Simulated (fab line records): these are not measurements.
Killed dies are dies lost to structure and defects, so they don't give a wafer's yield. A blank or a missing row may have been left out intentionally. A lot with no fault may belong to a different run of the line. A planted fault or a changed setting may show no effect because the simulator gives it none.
fab line records + flow nandHarc
record:
- lots: 12
- wafers: 36
- lastDay: 33
route steps=1302 shown HYBRID_BOND@1237 THIN_TSV@1268
lots untouched by any fault: they come from a run of this same line in which no faults occurred
startH: hours from the record's first day to the start of the lot's first wafer shown + waitH: time in hours since the lot's previous step + " unchanged from the row above + L1.1+2: one row covering several wafers at once + - no value present, or no start provided + * or withheld: withheld + < > ~ a bound
route shown NAME@n: names a module that has steps shown in the file, with the first one's number in the route + usual: mean/standard deviation of fault-free wafers + same: alike in all rows + chamber/n: place in a boat + sites: each site's reading + _std_site: their standard deviation + _edge_site: inner sites' mean taken away from outer sites' mean + radiusMm: for every site, how far away it sits from the centre of the wafer + mask NAME#n: copy n + behind: the tool/chamber that last shaped the wafer + hold: why the lot was held/for how many hours/how that ended + device: transistor that didn't switch, given as n, p or np + end of line: the tests these same wafers got at the end of their route + a step without rows: its recipe alone + killed: the dies lost at the first sort to structure and to defects; this is not the yield of the wafer + map: per-die view of a wafer (x killed, . not killed, _ where there is no die)
set.NAME: the run value of the setting; set.NAME@STEP: its run value at that earlier step + model.NAME: the simulator's own value behind a step, which no gauge read
the route's steps for a sample of lots (tables are steps, rows are wafers)
services: a tool's chamber out of use, with start hour (startH, from the record's first day; less than 0 if before it), hours out, and reason
== steps ==
step: NHARC_HYBRID_BOND_ACTIVATE_00
recipe:
- timeS: 60
- n2FlowSccm: 200
- arFlowSccm: 0
- biasPowerW: 0
- chemistry: N2
usual:
- drypumpMotorCurrentA: 5.7/0.64
- n2FlowSccm: 200.0/0.55
- oesProductAu: 1.004/0.0076
- rfVppV: 63.8/0.91
- showerheadPlenumPTorr: 1.73/0.096
same:
- biasPowerW: 0
| lot.wafer | tool       | chamber | startH | waitH | drypumpMotorCurrentA | n2FlowSccm | oesProductAu | rfHoursCounterH | rfVppV | showerheadPlenumPTorr |
|-----------|------------|---------|--------|-------|----------------------|------------|--------------|-----------------|--------|-----------------------|
| L663.2    | rieDiel-11 | 1       | 556.29 | 0.1   | 5.6                  | 200.8      | 1.002        | 9               | 64.5   | 1.64                  |
| L663.4    | "          | 2       | "      | "     | 6.6                  | 199.8      | 1.002        | 8               | 64.7   | 1.86                  |
| L663.3    | "          | 3       | "      | "     | 5.3                  | 199.8      | 1.007        | 11              | 63.3   | 1.64                  |
| L667.1    | rieDiel-06 | 2       | 616.86 | 0.1   | 6.3                  | 199.5      | 1.004        | 42              | 63.8   | 1.80                  |
| L667.5    | "          | 2       | "      | "     | 6.4                  | 199.1      | 1.007        | -               | 63.6   | 1.80                  |
| L667.6    | "          | 3       | "      | "     | 6.7                  | 200.3      | 1.010        | -               | 63.4   | 1.70                  |
| L668.1    | rieDiel-06 | 0       | 625.19 | 0.1   | 4.8                  | 200.3      | 1.008        | 43              | 62.5   | 1.65                  |
| L668.4    | "          | 1       | "      | "     | 5.9                  | 200.5      | 1.007        | 44              | 64.0   | 1.89                  |
| L668.5    | "          | 1       | "      | "     | 5.9                  | 201.3      | 0.998        | -               | 65.3   | 1.89                  |
| L674.4    | rieDiel-06 | 0       | 681.68 | 0.1   | 4.8                  | 200.6      | 1.011        | 1               | 64.8   | 1.65                  |
| L674.5    | "          | 0       | "      | "     | 4.8                  | 200.2      | 1.017        | -               | 63.5   | 1.65                  |
| L674.6    | "          | 1       | "      | "     | 5.9                  | 200.4      | 0.998        | -               | 65.8   | 1.89                  |
| L676.2    | rieDiel-11 | 3       | 696.47 | 0.1   | 5.3                  | 200.0      | 1.001        | 8               | 64.3   | 1.64                  |
| L676.3    | "          | 2       | "      | "     | 6.6                  | 198.9      | 1.005        | 7               | 65.4   | 1.86                  |
| L676.6    | "          | 0       | "      | "     | 4.9                  | 200.9      | 0.997        | -               | 62.8   | 1.70                  |
| L677.4    | rieDiel-11 | 2       | 717.86 | 0.1   | 6.6                  | 199.6      | 1.003        | 10              | 64.3   | 1.86                  |
| L677.1    | "          | 3       | "      | "     | 5.3                  | 199.5      | 1.004        | 10              | 64.2   | 1.64                  |
| L677.5    | "          | 0       | "      | "     | 4.9                  | 200.3      | 1.001        | -               | 64.3   | 1.70                  |
| L678.3    | rieDiel-11 | 3       | 719.13 | 0.1   | 5.4                  | 200.3      | 0.999        | 10              | 62.8   | 1.64                  |
| L678.2    | "          | 0       | "      | "     | 4.9                  | 200.4      | 0.999        | 9               | 63.8   | 1.70                  |
| L678.4    | "          | 2       | "      | "     | 6.6                  | 199.5      | 1.013        | 10              | 65.0   | 1.86                  |
| L679.2    | rieDiel-11 | 3       | 723.94 | 0.1   | 5.3                  | 200.1      | 0.990        | 11              | 62.8   | 1.64                  |
| L679.4    | "          | 0       | "      | "     | 4.9                  | 199.4      | 0.994        | 10              | 64.5   | 1.70                  |
| L679.6    | "          | 2       | "      | "     | 6.6                  | 200.6      | 1.011        | -               | 64.6   | 1.86                  |
| L680.1    | rieDiel-11 | 1       | 725.65 | 0.1   | 5.6                  | 199.0      | 0.996        | 10              | 64.4   | 1.64                  |
| L680.5    | "          | 3       | "      | "     | 5.3                  | 199.8      | 0.994        | -               | 61.9   | 1.64                  |
| L680.6    | "          | 0       | "      | "     | 4.9                  | 200.5      | 1.001        | -               | 62.8   | 1.70                  |
| L681.4    | rieDiel-11 | 1       | 734.33 | 0.1   | 5.6                  | 199.7      | 0.999        | 11              | 63.1   | 1.64                  |
| L681.1    | "          | 2       | "      | "     | 6.6                  | 200.3      | 0.997        | 11              | 64.3   | 1.86                  |
| L681.6    | "          | 2       | "      | "     | 6.6                  | 199.9      | 1.005        | -               | 64.7   | 1.86                  |
| L682.1    | rieDiel-11 | 1       | 753.71 | 0.1   | 5.6                  | 199.9      | 1.003        | 12              | 63.8   | 1.64                  |
| L682.5    | "          | 3       | "      | "     | 5.3                  | 199.9      | 1.003        | -               | 63.8   | 1.64                  |
| L682.6    | "          | 0       | "      | "     | 4.9                  | 201.3      | 0.991        | -               | 64.4   | 1.70                  |
| L683.2    | rieDiel-06 | 0       | 770.53 | 0.1   | 4.8                  | 200.1      | 1.007        | 31              | 62.8   | 1.64                  |
| L683.4    | "          | 1       | "      | "     | 5.9                  | 199.8      | 1.001        | 33              | 64.6   | 1.88                  |
| L683.6    | "          | 3       | "      | "     | 6.7                  | 199.5      | 1.006        | -               | 64.7   | 1.69                  |
step: NHARC_THIN_TSV_ETCHBACK_48
recipe:
- targetDepthA: 10285
- overEtchFrac: 0.3
- timeS: 405.17
- ionEnergyEv: 250
- c4f8FlowSccm: withheld
- arFlowSccm: withheld
- rfW: 600
- biasW: 300
- chemistry: C4F8/Ar
usual:
- oesProductAu: 0.95/0.03
- overEtchFrac: 0.3/0
- rfVppV: 548/3.2
| lot.wafer | tool       | chamber | startH | waitH | oesProductAu | overEtchFrac | rfHoursCounterH | rfVppV |
|-----------|------------|---------|--------|-------|--------------|--------------|-----------------|--------|
| L663.4    | rieDiel-13 | 3       | 569.73 | -     | 0.93         | 0.3          | 2.3             | 552    |
| L663.2    | "          | 0       | "      | "     | 0.92         | 0.3          | 3.4             | 550    |
| L663.3    | "          | 1       | "      | "     | 0.93         | 0.3          | 3.9             | 546    |
| L667.1    | rieDiel-08 | 1       | 632.26 | -     | 0.93         | 0.3          | 3.9             | 546    |
| L667.6    | "          | 2       | "      | "     | 0.94         | 0.45649      | -               | 548    |
| L667.5    | "          | 3       | "      | "     | 0.92         | 0.45649      | -               | 553    |
| L668.1    | rieDiel-08 | 2       | 639.64 | -     | 0.93         | 0.3          | 4.5             | 546    |
| L668.4    | "          | 0       | "      | "     | 0.93         | 0.45649      | 5.1             | 544    |
| L668.5    | "          | 3       | "      | "     | 0.92         | 0.45649      | -               | 551    |
| L674.4    | rieDiel-10 | 2       | 696.37 | -     | 0.91         | 0.3          | 5.3             | 544    |
| L674.5    | "          | 3       | "      | "     | 0.91         | 0.3          | -               | 550    |
| L674.6    | "          | 0       | "      | "     | 0.93         | 0.3          | -               | 552    |
| L676.3    | rieDiel-13 | 0       | 711.09 | -     | 1.00         | 0.3          | 0.3             | 551    |
| L676.2    | "          | 1       | "      | "     | 1.00         | 0.3          | 0.3             | 545    |
| L676.6    | "          | 0       | "      | "     | 0.99         | 0.3          | -               | 550    |
| L678.3    | rieDiel-08 | 2       | 733.31 | -     | 0.97         | 0.3          | 0.5             | 548    |
| L678.4    | "          | 3       | "      | "     | 0.95         | 0.3          | 0.3             | 551    |
| L678.2    | "          | 1       | "      | "     | 0.97         | 0.3          | 0.5             | 546    |
| L677.1    | rieDiel-08 | 2       | 734.74 | -     | 0.99         | 0.3          | 0.7             | 547    |
| L677.4    | "          | 1       | "      | "     | 0.99         | 0.3          | 0.6             | 545    |
| L677.5    | "          | 2       | "      | "     | 0.98         | 0.3          | -               | 549    |
| L679.2    | rieDiel-08 | 3       | 748.77 | -     | 0.97         | 0.3          | 1.1             | 551    |
| L679.4    | "          | 0       | "      | "     | 0.95         | 0.3          | 0.8             | 544    |
| L679.6    | "          | 1       | "      | "     | 0.96         | 0.3          | -               | 545    |
| L680.1    | rieDiel-13 | 3       | 750.44 | -     | 0.93         | 0.3          | 1.8             | 549    |
| L680.6    | "          | 3       | "      | "     | 0.93         | 0.3          | -               | 552    |
| L680.5    | "          | 0       | "      | "     | 0.93         | 0.3          | -               | 550    |
| L681.1    | rieDiel-13 | 1       | 751.73 | -     | 0.92         | 0.3          | 2.2             | 546    |
| L681.4    | "          | 2       | "      | "     | 0.93         | 0.3          | 2.2             | 549    |
| L681.6    | "          | 1       | "      | "     | 0.92         | 0.3          | -               | 546    |
| L682.1    | rieDiel-10 | 2       | 768.69 | -     | 0.92         | 0.3          | 8.7             | 544    |
| L682.6    | "          | 0       | "      | "     | 0.92         | 0.3          | -               | 551    |
| L682.5    | "          | 2       | "      | "     | 0.92         | 0.3          | -               | 543    |
| L683.2    | rieDiel-10 | 3       | 783.28 | -     | 1.01         | 0.3          | 0.1             | 549    |
| L683.4    | "          | 0       | "      | "     | 0.99         | 0.3          | 0.1             | 554    |
| L683.6    | "          | 3       | "      | "     | 1.01         | 0.3          | -               | 548    |
step: NHARC_THIN_TSV_PRE_CLEAN_50
recipe:
- timeS: 30
- tempC: 280
- gas: H2/He
usual:
- heaterPowerW: 425/35
| lot.wafer | tool          | chamber | startH | waitH | heaterPowerW |
|-----------|---------------|---------|--------|-------|--------------|
| L663.4    | pvdSputter-02 | -       | -      | -     | 350          |
| L663.3    | "             | -       | "      | "     | 386          |
| L663.2    | "             | -       | "      | "     | 435          |
| L667.1    | pvdSputter-03 | -       | -      | -     | 435          |
| L667.5    | "             | -       | "      | "     | 416          |
| L667.6    | "             | -       | "      | "     | 438          |
| L668.1    | pvdSputter-03 | -       | -      | -     | 431          |
| L668.4    | "             | -       | "      | "     | 366          |
| L668.5    | "             | -       | "      | "     | 434          |
| L674.4    | pvdSputter-01 | -       | -      | -     | 409          |
| L674.5    | "             | -       | "      | "     | 405          |
| L674.6    | "             | -       | "      | "     | 450          |
| L676.3    | pvdSputter-01 | -       | -      | -     | 408          |
| L676.2    | "             | -       | "      | "     | 444          |
| L676.6    | "             | -       | "      | "     | 490          |
| L678.2    | pvdSputter-01 | -       | -      | -     | 484          |
| L678.4    | "             | -       | "      | "     | 420          |
| L678.3    | "             | -       | "      | "     | 449          |
| L677.4    | pvdSputter-03 | -       | -      | -     | 451          |
| L677.1    | "             | -       | "      | "     | 414          |
| L677.5    | "             | -       | "      | "     | 367          |
| L679.4    | pvdSputter-01 | -       | -      | -     | 431          |
| L679.2    | "             | -       | "      | "     | 451          |
| L679.6    | "             | -       | "      | "     | 475          |
| L680.1    | pvdSputter-02 | -       | -      | -     | 436          |
| L680.5    | "             | -       | "      | "     | 380          |
| L680.6    | "             | -       | "      | "     | 393          |
| L681.1    | pvdSputter-01 | -       | -      | -     | 446          |
| L681.4    | "             | -       | "      | "     | 443          |
| L681.6    | "             | -       | "      | "     | 444          |
| L682.1    | pvdSputter-02 | -       | -      | -     | 400          |
| L682.5    | "             | -       | "      | "     | 447          |
| L682.6    | "             | -       | "      | "     | 433          |
| L683.4    | pvdSputter-01 | -       | -      | -     | 442          |
| L683.2    | "             | -       | "      | "     | 451          |
| L683.6    | "             | -       | "      | "     | 410          |
step: NHARC_THIN_TSV_ANNEAL_52
recipe:
- tempC: 225
- timeS: 90
usual:
- wafer_temp_C_max: 226.09/0.25
| lot.wafer | tool         | chamber | startH | waitH | wafer_temp_C_max |
|-----------|--------------|---------|--------|-------|------------------|
| L663.2    | rtpAnneal-01 | 0       | 571.46 | 0.7   | 225.93           |
| L663.3    | "            | 0       | "      | "     | 225.82           |
| L663.4    | "            | 0       | "      | "     | 225.77           |
| L667.1    | rtpAnneal-02 | 0       | 633.91 | 0.6   | 226.23           |
| L667.5    | "            | 0       | "      | "     | 225.99           |
| L667.6    | "            | 0       | "      | "     | 226.23           |
| L668.1    | rtpAnneal-02 | 0       | 641.36 | 0.5   | 226.15           |
| L668.4    | "            | 0       | "      | "     | 225.75           |
| L668.5    | "            | 0       | "      | "     | 226.30           |
| L674.4    | rtpAnneal-02 | 0       | 698.19 | 0.6   | 225.98           |
| L674.5    | "            | 0       | "      | "     | 226.76           |
| L674.6    | "            | 0       | "      | "     | 226.08           |
| L676.2    | rtpAnneal-02 | 0       | 712.85 | 0.6   | 226.18           |
| L676.3    | "            | 0       | "      | "     | 226.98           |
| L676.6    | "            | 0       | "      | "     | 226.09           |
| L678.2    | rtpAnneal-02 | 0       | 735.11 | 0.7   | 225.61           |
| L678.3    | "            | 0       | "      | "     | 226.25           |
| L678.4    | "            | 0       | "      | "     | 225.96           |
| L677.1    | rtpAnneal-02 | 0       | 736.45 | 0.5   | 226.32           |
| L677.4    | "            | 0       | "      | "     | 226.19           |
| L677.5    | "            | 0       | "      | "     | 226.34           |
| L679.2    | rtpAnneal-01 | 0       | 750.47 | 0.7   | 225.82           |
| L679.4    | "            | 0       | "      | "     | 225.68           |
| L679.6    | "            | 0       | "      | "     | 226.19           |
| L680.1    | rtpAnneal-01 | 0       | 752.44 | 0.8   | 225.70           |
| L680.5    | "            | 0       | "      | "     | 226.53           |
| L680.6    | "            | 0       | "      | "     | 225.68           |
| L681.1    | rtpAnneal-01 | 0       | 753.55 | 0.7   | 225.89           |
| L681.4    | "            | 0       | "      | "     | 225.67           |
| L681.6    | "            | 0       | "      | "     | 225.88           |
| L682.1    | rtpAnneal-01 | 0       | 770.37 | 0.6   | 225.95           |
| L682.5    | "            | 0       | "      | "     | 226.00           |
| L682.6    | "            | 0       | "      | "     | 226.05           |
| L683.2    | rtpAnneal-01 | 0       | 785.04 | 0.7   | 226.08           |
| L683.4    | "            | 0       | "      | "     | 225.50           |
| L683.6    | "            | 0       | "      | "     | 226.27           |
== services ==
| tool          | chamber | startH | hours | kind   |
|---------------|---------|--------|-------|--------|
| rieDiel-10    | -       | 541.25 | 0.4   | repair |
| rieDiel-08    | -       | 544.88 | 9.0   | pm     |
| rieDiel-11    | 2       | 585.21 | 2.0   | repair |
| pvdSputter-01 | -       | 590.74 | 1.7   | repair |
| rieDiel-11    | 1       | 594.15 | 10.2  | repair |
| rieDiel-10    | -       | 596.50 | 9.0   | pm     |
| rieDiel-11    | -       | 610.42 | 9.0   | pm     |
| pvdSputter-01 | -       | 611.30 | 2.5   | repair |
| rieDiel-08    | -       | 615.74 | 0.9   | repair |
| rieDiel-11    | 0       | 627.77 | 4.4   | repair |
| pvdSputter-02 | -       | 638.00 | 10.0  | pm     |
| rieDiel-06    | 0       | 639.70 | 3.0   | repair |
| rieDiel-06    | -       | 661.22 | 9.0   | pm     |
| pvdSputter-01 | -       | 662.87 | 2.0   | repair |
| rieDiel-13    | 0       | 680.93 | 8.2   | repair |
| pvdSputter-03 | -       | 690.26 | 3.2   | repair |
| rieDiel-13    | -       | 696.00 | 9.0   | pm     |
| rieDiel-08    | 2       | 717.25 | 4.0   | repair |
| rieDiel-08    | -       | 721.88 | 9.0   | pm     |
| rtpAnneal-02  | -       | 744.03 | 12.0  | pm     |
| rieDiel-13    | 0       | 764.86 | 2.8   | repair |
| rieDiel-08    | -       | 769.72 | 1.3   | repair |
| pvdSputter-01 | -       | 770.41 | 10.0  | pm     |
| rieDiel-13    | 3       | 781.10 | 4.3   | repair |
== key ==
firstSign:
- step: NHARC_THIN_TSV_ETCHBACK_48
- reading: overEtchFrac
- direction: up
- sigmas: 99+
- usual: 0.3
- struck: 0.45649
effect none on later readings
metAt NHARC_THIN_TSV_ETCHBACK_48
struckLots L667,L668
struckWafers L667.5,L667.6,L668.4,L668.5
notActingAt NHARC_HYBRID_BOND_ACTIVATE_00,NHARC_THIN_TSV_PRE_CLEAN_50,NHARC_THIN_TSV_ANNEAL_52
fault:
- kind: processParameterDrift
- tool: rieDiel-08
- chamber: -
- onsetH: 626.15
- steps: NHARC_THIN_TSV_ETCHBACK_48
- channel: overEtchFrac
- offset: 0.15649
- shape: step
- endH: 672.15
- scope: struckWafersOnly
- actsIn: theseRecipesOnly
- stated: 0.3
